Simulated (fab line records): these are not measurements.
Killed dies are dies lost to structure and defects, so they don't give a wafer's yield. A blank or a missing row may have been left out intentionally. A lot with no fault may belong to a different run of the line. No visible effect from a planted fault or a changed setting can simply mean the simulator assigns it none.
Matching of chambers | flow nand-harc | NHARC_A_STAIRCASE_DEP_259 on pecvd-02: 3 sister chambers
The step deposits SiON, target thk 30 nm. 3 wafers are shown with their chamber, then 12 later ones without.

== WAFERS PAIRED WITH THEIR CHAMBERS ==
wafer  | chamber | heater-power-w (W)
L087.1 | 0       | 601
L087.4 | 2       | 793
L087.5 | 1       | 748

== WAFERS WHOSE CHAMBER IS MISSING ==
wafer  | heater-power-w (W)
L094.2 | 926
L094.3 | 726
L094.4 | 743
L095.1 | 727
L095.2 | 815
L095.4 | 728
L097.3 | 593
L097.5 | 825
L097.6 | 779
L096.1 | 839
L096.3 | 885
L096.4 | 842

== THE CHAMBER EACH PASSED THROUGH ==
wafer  | from the rows above          | in truth
L094.2 | can't be placed: 2 or 1      | 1
L094.3 | can't be placed: 1 or 2 or 0 | 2
L094.4 | can't be placed: 1 or 2      | 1
L095.1 | can't be placed: 1 or 2 or 0 | 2
L095.2 | can't be placed: 2 or 1      | 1
L095.4 | can't be placed: 1 or 2      | 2
L097.3 | 0                            | 0
L097.5 | can't be placed: 2 or 1      | 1
L097.6 | can't be placed: 2 or 1      | 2
L096.1 | can't be placed: 2 or 1      | 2
L096.3 | can't be placed: 2 or 1      | 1
L096.4 | can't be placed: 2 or 1      | 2
Correctly placed: 1 of 12. From these rows, 11 cannot be placed; in 11 the true chamber is one of the candidates. Placed wrongly: 0.
How it was worked out, from the rows above alone: a wafer's distance from a chamber is the root of the sum, over the readings, of the square of ((its reading less the chamber's mean) divided by the reading's scatter). The wafer belongs to the nearest chamber; if the next one is less than 2 further off, it can't be placed. Each chamber's mean is taken over the wafers shown for it. The scatter: with one shown wafer a chamber, the root of the mean of the squares of how far each hidden wafer lies from its nearest shown one.
